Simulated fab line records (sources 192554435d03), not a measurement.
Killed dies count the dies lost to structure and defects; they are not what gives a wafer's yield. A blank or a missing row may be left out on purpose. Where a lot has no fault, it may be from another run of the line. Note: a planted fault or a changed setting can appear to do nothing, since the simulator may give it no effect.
A single fault, viewed from 2 desks ; flow n5-finfet ; what lay behind the numbers comes last; until then each desk has only its own

DESK OF THE TOOL OWNER: rie-diel-01
The tool's own readings at N5_BEOL_M2_TRENCH_ETCH_37 (etches SiOC in C4F6/O2, target depth 55.555 nm, time 29.2 s): means of the sampled wafers that have a number, for each lot that ran on this tool. Marked OUT: a lot whose mean sits more than 4 standard deviations from the usual mean, which makes it out of limits; the brackets give that distance.
Columns: A = drypump-motor-current-A at N5_BEOL_M2_TRENCH_ETCH_37, usual 5.9 A; B = oes-product-au at N5_BEOL_M2_TRENCH_ETCH_37, usual 0.81 a.u.; C = rf-vpp-V at N5_BEOL_M2_TRENCH_ETCH_37, usual 663 V; D = showerhead-plenum-p-Torr at N5_BEOL_M2_TRENCH_ETCH_37, usual 2.85 Torr; E = throttle-valve-pct at N5_BEOL_M2_TRENCH_ETCH_37, usual 20.66 %
lot;first seen here;A;B;C;D;E
L225;day 7 19:28;5.7;0.80;652;2.82;20.57
L227;day 7 22:52;5.8;0.85;654;2.80;20.61
L231;day 9 11:53;6.1;0.82;662;2.88;20.59
L236;day 10 08:22;6.1;0.85;657;2.84;20.48
This desk's verdict: no lot among the 4 shows anything out of limits.

FROM THE METROLOGY DESK
Lot by lot, what the gauges showed, no matter which tool ran the lot: averages of those sampled wafers that carry a number. Marked OUT: a lot whose mean sits more than 4 standard deviations from the usual mean, which makes it out of limits; the brackets give that distance. Shown are 7 of the 16 readings it has, namely the first that went out of limits plus those furthest out on some lot.
Columns: A = trench-depth-nm at N5_BEOL_M2_OCD_MEAS_38, usual 55.7 nm; B = M2_THK at N5_BEOL_M2_THK_MEAS_53, usual 39.0 nm; C = M2_RS at N5_BEOL_M2_RS_MEAS_58, usual 0.678 ohm/sq; D = IOFF_P at N5_BEOL_M4_RC_MEAS_101, usual 0.21 nA/um; E = SERP_M2 at N5_BEOL_M4_RC_MEAS_101, usual 196 ohm/um; F = SERP_M2_max_site at N5_BEOL_M4_RC_MEAS_101, usual 210 ohm/um; G = VT_P at N5_BEOL_M4_RC_MEAS_101, usual -250 mV
lot;first seen here;A;B;C;D;E;F;G
L224;day 7 03:31;56.2;38.2;0.691;0.21;203;220;-253
L225;day 7 19:37;55.7;38.8;0.682;0.24;190;214;-249
L227;day 7 23:01;55.8;38.3;0.688;0.28;204;218;-243
L231;day 9 12:02;52.2 (-5.2) OUT;35.2;0.802 (+4.8) OUT;0.21;235;266;-251
L236;day 10 08:32;52.0 (-5.7) OUT;36.8;0.762;0.18;219;236;-254
L237;day 10 13:08;55.3;39.4;0.668;0.18;192;214;-251
L242;day 12 14:16;55.3;37.1;0.726;0.19;213;224;-254
L243;day 12 20:08;55.2;39.2;0.672;0.21;197;213;-252
Finding of this desk: L231, L236 out of limits; the first was L231 at day 9 12:02, on trench-depth-nm at N5_BEOL_M2_OCD_MEAS_38. L224, L225, L227, L237, L242, L243 stayed within limits.

TAKEN TOGETHER
On L231, L236, the metrology desk was in a position to raise an alarm at day 9 12:02.
The tool owner's desk saw nothing out of limits.
Tool owner's desk: L231, L236 on record, inside its limits.
All the named lots went through N5_BEOL_M2_TRENCH_ETCH_37 on rie-diel-01.

WHAT HAD BEEN PUT IN BY THE SIMULATOR
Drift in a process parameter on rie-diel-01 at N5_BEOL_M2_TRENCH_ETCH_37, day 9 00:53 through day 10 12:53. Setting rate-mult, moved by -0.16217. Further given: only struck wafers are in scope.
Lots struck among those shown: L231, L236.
Hours from the fault's start to each desk's first reading out of limits: the metrology desk, 11.
